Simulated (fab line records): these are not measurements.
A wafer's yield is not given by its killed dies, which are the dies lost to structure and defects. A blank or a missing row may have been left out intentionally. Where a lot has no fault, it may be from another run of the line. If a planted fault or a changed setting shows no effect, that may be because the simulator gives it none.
Matching of chambers    flow n5Finfet    N5_BEOL_M3_ETCH_63 on rieDiel-03: 4 sister chambers
The step etches SiARC in CF4, target depth 15.6 nm, time 26 s. 16 wafers are shown with their chamber, then 8 later ones without.

## WAFERS, EACH WITH ITS CHAMBER
wafer   chamber  showerheadPlenumPTorr (Torr)  oesProductAu (a.u.)  throttleValvePct (%)
L074.2  2        2.21                          0.60                 15.73
L074.3  0        2.08                          0.74                 15.43
L074.4  3        2.17                          0.71                 15.39
L079.2  1        2.19                          0.78                 15.40
L079.4  2        2.20                          0.60                 15.74
L079.6  0        2.08                          0.73                 15.45
L083.1  0        2.08                          0.72                 15.47
L083.3  1        2.19                          0.78                 15.40
L083.5  3        2.16                          0.70                 15.43
L088.2  2        2.20                          0.60                 15.77
L088.4  0        2.08                          0.70                 15.47
L088.6  0        2.08                          0.71                 15.48
L086.2  0        2.08                          0.71                 15.48
L086.5  3        2.16                          0.70                 15.44
L086.6  0        2.08                          0.71                 15.49
L090.3  2        2.20                          0.59                 15.75

SIGNATURES (means of the wafers above)
reading                chamber 0  chamber 1  chamber 2  chamber 3  scatter within a chamber
showerheadPlenumPTorr  2.0800     2.1900     2.2025     2.1633     0.00344
oesProductAu           0.7171     0.7800     0.5975     0.7033     0.0103
throttleValvePct       15.4671    15.4000    15.7475    15.4200    0.02
Rule: distance of a wafer from a chamber = root of the sum over the readings of ((wafer's reading minus chamber's mean) / reading's scatter) squared. If the next closest chamber is less than 2 further off than the closest, the wafer can't be placed; otherwise it belongs to the closest. The scatter: take each reading less its chamber's mean, square it, sum over the shown wafers, divide by the number of wafers less the number of chambers, and take the root.

## WAFERS WITH NO CHAMBER GIVEN
wafer   showerheadPlenumPTorr (Torr)  oesProductAu (a.u.)  throttleValvePct (%)
L090.5  2.18                          0.75                 15.43
L090.6  2.20                          0.58                 15.77
L094.1  2.15                          0.68                 15.45
L094.2  2.07                          0.70                 15.54
L094.4  2.07                          0.69                 15.53
L096.1  2.18                          0.73                 15.46
L096.2  2.15                          0.67                 15.48
L096.3  2.07                          0.69                 15.53

## WHICH CHAMBER EACH WENT THROUGH
wafer   from the rows above      in truth
L090.5  1                        1
L090.6  2                        2
L094.1  3                        3
L094.2  0                        0
L094.4  0                        0
L096.1  can't be placed: 3 or 1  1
L096.2  3                        3
L096.3  0                        0
Placed correctly: 7 of 8. Cannot be placed on the basis of these rows: 1; the candidates contain the true chamber in 1. 0 placed wrongly.
